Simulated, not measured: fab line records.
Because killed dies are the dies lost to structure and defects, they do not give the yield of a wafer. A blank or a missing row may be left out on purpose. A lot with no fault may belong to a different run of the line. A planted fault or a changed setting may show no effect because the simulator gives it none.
Chamber matching :: flow nandHarc :: 4 sister chambers for NHARC_P_CONTACT_CMP_01 on cmp-03
The step polishes SiO2, target thk 200 nm. 8 wafers are shown with their chamber, then 9 later ones without.

== WAFERS PAIRED WITH THEIR CHAMBERS ==
wafer: L078.6
chamber: 2
motorCurrentA (A): 10.8

wafer: L087.2
chamber: 1
motorCurrentA (A): 12.1

wafer: L087.4
chamber: 0
motorCurrentA (A): 11.8

wafer: L090.3
chamber: 0
motorCurrentA (A): 11.9

wafer: L090.5
chamber: 3
motorCurrentA (A): 11.1

wafer: L089.1
chamber: 3
motorCurrentA (A): 11.7

wafer: L089.5
chamber: 1
motorCurrentA (A): 12.0

wafer: L089.6
chamber: 2
motorCurrentA (A): 11.3

== WAFERS MISSING THEIR CHAMBER ==
wafer: L094.1
motorCurrentA (A): 11.3

wafer: L094.4
motorCurrentA (A): 12.1

wafer: L094.6
motorCurrentA (A): 12.7

wafer: L095.3
motorCurrentA (A): 10.8

wafer: L095.5
motorCurrentA (A): 10.9

wafer: L095.6
motorCurrentA (A): 11.3

wafer: L097.2
motorCurrentA (A): 11.8

wafer: L097.3
motorCurrentA (A): 12.5

wafer: L097.4
motorCurrentA (A): 10.8

== WHICH CHAMBER EACH ONE RAN IN ==
wafer: L094.1
from the rows above: can't be placed: 3 or 2 or 0
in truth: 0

wafer: L094.4
from the rows above: can't be placed: 1 or 0
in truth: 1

wafer: L094.6
from the rows above: can't be placed: 1 or 0
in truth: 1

wafer: L095.3
from the rows above: can't be placed: 2 or 3
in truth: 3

wafer: L095.5
from the rows above: can't be placed: 2 or 3
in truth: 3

wafer: L095.6
from the rows above: can't be placed: 3 or 2 or 0
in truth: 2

wafer: L097.2
from the rows above: can't be placed: 0 or 1 or 3
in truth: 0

wafer: L097.3
from the rows above: can't be placed: 1 or 0
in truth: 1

wafer: L097.4
from the rows above: can't be placed: 2 or 3
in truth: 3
Correct placement for 0 of the 9. From these rows, 9 cannot be placed; in 9 the true chamber is one of the candidates. Wrongly placed: 0.
How it was worked out, from the rows above alone: a wafer's distance from a chamber is the root of the sum, over the readings, of the square of ((its reading less the chamber's mean) divided by the reading's scatter). If the next closest chamber is less than 2 further off than the closest, the wafer can't be placed; otherwise it belongs to the closest. For every chamber, the mean is computed from those of its wafers that are shown. The scatter: take each reading less its chamber's mean, square it, sum over the shown wafers, divide by the number of wafers less the number of chambers, and take the root.
